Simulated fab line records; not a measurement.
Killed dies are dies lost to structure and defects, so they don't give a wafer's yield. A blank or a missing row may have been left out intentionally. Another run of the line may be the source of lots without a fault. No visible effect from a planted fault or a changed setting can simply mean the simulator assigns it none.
Matching of chambers + flow n5-finfet + N5_BEOL_M6_DESCUM_33 on rie-diel-03: 4 sister chambers
The step chemistry O2, time 7 s. 4 wafers are shown with their chamber, then 8 later ones without.

EACH WAFER AND ITS CHAMBER
| wafer  | chamber | showerhead-plenum-p-Torr (Torr) |
|--------|---------|---------------------------------|
| L074.4 | 3       | 2.09                            |
| L087.1 | 1       | 1.99                            |
| L087.2 | 2       | 2.21                            |
| L088.1 | 0       | 2.15                            |

WAFERS WITHOUT THEIR CHAMBER
| wafer  | showerhead-plenum-p-Torr (Torr) |
|--------|---------------------------------|
| L088.4 | 2.08                            |
| L088.5 | 1.99                            |
| L090.3 | 2.08                            |
| L090.4 | 2.21                            |
| L090.6 | 2.21                            |
| L095.1 | 2.14                            |
| L095.4 | 2.20                            |
| L095.5 | 1.99                            |

WHICH CHAMBER EACH ONE RAN IN
| wafer  | from the rows above | in truth |
|--------|---------------------|----------|
| L088.4 | 3                   | 3        |
| L088.5 | 1                   | 1        |
| L090.3 | 3                   | 3        |
| L090.4 | 2                   | 2        |
| L090.6 | 2                   | 2        |
| L095.1 | 0                   | 0        |
| L095.4 | 2                   | 2        |
| L095.5 | 1                   | 1        |
Correct placement for 8 of the 8. Can't be placed from these rows: 0. Number placed wrongly: 0.
How it was worked out, from the rows above alone: a wafer's distance from a chamber is the root of the sum, over the readings, of the square of ((its reading less the chamber's mean) divided by the reading's scatter). If the next closest chamber is less than 2 further off than the closest, the wafer can't be placed; otherwise it belongs to the closest. A chamber's mean is the mean of its shown wafers. The scatter (one wafer shown for each chamber): square how far every hidden wafer sits from the nearest shown wafer, average those squares and take the square root.
